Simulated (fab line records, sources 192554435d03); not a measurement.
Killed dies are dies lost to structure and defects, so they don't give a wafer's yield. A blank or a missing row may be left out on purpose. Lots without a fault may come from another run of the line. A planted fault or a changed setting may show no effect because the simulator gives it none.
Chamber matching | flow n5_finfet | N5_BEOL_M0_SAQP_ETCH_107 on rie_diel-01: 4 sister chambers
The step etches SiNx in CH3F/O2, target depth 30 nm. 4 wafers are shown with their chamber, then 12 later ones without.

WAFERS WITH THEIR CHAMBER
wafer  | chamber | drypump_motor_current_A (A)
L087.6 | 0       | 6.0
L089.2 | 2       | 6.3
L089.3 | 3       | 4.9
L089.6 | 1       | 5.8

WAFERS WITHOUT THEIR CHAMBER
wafer  | drypump_motor_current_A (A)
L091.4 | 4.8
L091.5 | 6.4
L091.6 | 5.8
L094.2 | 6.0
L094.3 | 4.9
L094.4 | 5.8
L095.1 | 6.0
L095.3 | 5.8
L095.4 | 6.4
L097.1 | 6.0
L097.4 | 5.8
L097.5 | 4.8

WHICH CHAMBER EACH WENT THROUGH
wafer  | from the rows above | in truth
L091.4 | 3                   | 3
L091.5 | 2                   | 2
L091.6 | 1                   | 1
L094.2 | 0                   | 0
L094.3 | 3                   | 3
L094.4 | 1                   | 1
L095.1 | 0                   | 0
L095.3 | 1                   | 1
L095.4 | 2                   | 2
L097.1 | 0                   | 0
L097.4 | 1                   | 1
L097.5 | 3                   | 3
Placed correctly: 12 of 12. Can't be placed from these rows: 0. Placed wrongly: 0.
How it was worked out, from the rows above alone: a wafer's distance from a chamber is the root of the sum, over the readings, of the square of ((its reading less the chamber's mean) divided by the reading's scatter). The wafer belongs to the nearest chamber; if the next one is less than 2 further off, it can't be placed. A chamber's mean is the mean of its shown wafers. The scatter: with one shown wafer a chamber, the root of the mean of the squares of how far each hidden wafer lies from its nearest shown one.
